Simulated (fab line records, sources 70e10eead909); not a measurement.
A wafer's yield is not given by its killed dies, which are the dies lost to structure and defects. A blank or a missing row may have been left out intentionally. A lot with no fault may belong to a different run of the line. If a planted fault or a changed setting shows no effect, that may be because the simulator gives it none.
A lot that was struck, set against a sound lot / flow nand_harc / 38 out of 1302 route steps
Sound: wafers L909.3, L909.5, L909.6. The struck wafers were L908.1, L908.5, L908.6. At the end, the cause is stated.
At each step with rows: each side's tool, then ch and its chambers, then its first start. Under that, the readings that differ: sound wafers / struck wafers / difference of the means / sigmas: that difference in standard deviations of wafers without a fault.
alike: words and numbers the same on both sides, and readings whose means are apart by under 2 such deviations; not compared: readings that were withheld, readings missing a value for some wafer, numbers with overlapping values and no deviation given by the record, and bounds like >300 which may hide the same value.
The two part at a step that has a row with sigmas, a row that says differs or no value, or rows on one side only. Non-overlapping numbers with no deviation appear without sigmas and do not part them. A reading missing from all wafers of one side parts the sides only when that side holds two or more wafers.

NHARC_A_BONDPAD_OVL_MEAS_35:
  sound on overlay-01, day 30 00:19; struck on overlay-01, day 29 14:55
reading=overlay_y_nm (nm); sound=-1 -1 -1; struck=7 7 8; difference=+8; sigmas=+2
  alike: overlay_x_nm
then, 4 steps without rows for these wafers: NHARC_A_BONDPAD_HARDBAKE_10 (time 65 s); NHARC_A_BONDPAD_DESCUM_11 (chemistry O2, time 3 s); NHARC_A_BONDPAD_ETCH_34 (etches the open film in N2/H2, target depth 60 nm, overetch 18 nm, time 65.91 s); NHARC_A_BONDPAD_ETCH_12 (etches the open film in CHF3/O2, target depth 220 nm, time 110 s).
NHARC_A_BONDPAD_CD_MEAS_13:
  sound on cd_sem-02, day 30 00:46; struck on cd_sem-03, day 29 15:22
  alike: cd_nm
then, 4 steps without rows for these wafers: NHARC_A_BONDPAD_STRIP_15 (strips in O2); NHARC_A_BONDPAD_ETCH_24 (etches the open film in CF4/N2, target depth 30 nm, time 72.99 s); NHARC_A_BONDPAD_STRIP_16 (strips in post etch residue remover, time 600 s); NHARC_A_BONDPAD_DEGAS_25 (time 60 s).
NHARC_A_BONDPAD_PRE_CLEAN_26: time 30 s.
  sound on pvd_sputter-01; struck on pvd_sputter-03
  alike: heater_power_w
then, 1 step without rows for these wafers: NHARC_A_BONDPAD_PVD_17 (deposits TaN, target thk 5 nm, time 8.06 s).
NHARC_A_BONDPAD_PVD_27: deposits Cu, target thk 30 nm, time 20.49 s.
  sound on pvd_sputter-01, day 30 01:36; struck on pvd_sputter-03, day 29 16:12
  alike: substrate_temp_c, throttle_valve_pct
then, 2 steps without rows for these wafers: NHARC_A_BONDPAD_ECD_18 (material Cu, target thk 400 nm); NHARC_A_BONDPAD_ANNEAL_28 (time 90 s).
NHARC_A_BONDPAD_CMP_19: polishes, t overpolish 30 s, cu recess touch 16 s, target thk 169.82 nm.
  sound on cmp-04 ch 1,2, day 30 02:31; struck on cmp-04 ch 0,1,2, day 29 17:09
  alike: motor_current_A, overpolish_run_s
then, 1 step without rows for these wafers: NHARC_A_BONDPAD_SRD_21 (time 30 s, dry time 20 s).
NHARC_HYBRID_BOND_ACTIVATE_00: chemistry N2, time 60 s.
  sound on rie_diel-09 ch 0,1,3, day 30 03:05; struck on rie_diel-09 ch 0,1,3, day 29 17:43
  alike: drypump_motor_current_A, oes_product_au, rf_vpp_V, showerhead_plenum_p_Torr
  not compared: rf_hours_counter_h
then, 4 steps without rows for these wafers: NHARC_HYBRID_BOND_PRECLEAN_01 (cleans in DIW, time 300 s); NHARC_HYBRID_BOND_SRD_02 (time 30 s, dry time 20 s); NHARC_HYBRID_BOND_BOND_03; NHARC_HYBRID_BOND_ANNEAL_04 (time 7200 s).
NHARC_HYBRID_BOND_OVL_MEAS_05:
  sound on overlay-02, day 30 11:29; struck on overlay-01, day 30 03:02
  alike: overlay_x_nm, overlay_y_nm
NHARC_THIN_TSV_GRIND_00:
  sound on grinder-01 ch 0, day 30 13:17; struck on grinder-01 ch 0, day 30 03:14
  alike: motor_current_A
NHARC_THIN_TSV_CMP_01: polishes.
  sound on cmp-03 ch 1,2,3, day 30 14:10; struck on cmp-03 ch 1,2, day 30 04:29
  alike: motor_current_A
NHARC_THIN_TSV_THK_MEAS_02: measures by ir.
  sound on film_metro-02, day 30 14:23; struck on film_metro-02, day 30 04:43
  alike: thk_nm
then, 11 steps without rows for these wafers: NHARC_THIN_TSV_SRD_03; NHARC_THIN_TSV_PRECLEAN_41 (cleans in SC1); NHARC_THIN_TSV_SRD_42; NHARC_THIN_TSV_DEP_43 (deposits SiO2, target thk 1328.5 nm); NHARC_THIN_TSV_DEHYDRATE_04 (time 120 s); NHARC_THIN_TSV_HMDS_05 (time 30 s); NHARC_THIN_TSV_COAT_06; NHARC_THIN_TSV_SOFTBAKE_07 (time 95 s); NHARC_THIN_TSV_EBR_08; NHARC_THIN_TSV_EXPOSE_09 (exposes mask TSV); NHARC_THIN_TSV_PEB_10 (peb time 85 s).
NHARC_END_SORT_01:
  the record has rows for the struck wafers here (prober-01 ch 0, day 30 20:57) and none for the sound ones

## WHERE THEY PART
First at NHARC_A_BONDPAD_OVL_MEAS_35; last, within this record, at NHARC_END_SORT_01.

WHY: whatever the simulator had introduced
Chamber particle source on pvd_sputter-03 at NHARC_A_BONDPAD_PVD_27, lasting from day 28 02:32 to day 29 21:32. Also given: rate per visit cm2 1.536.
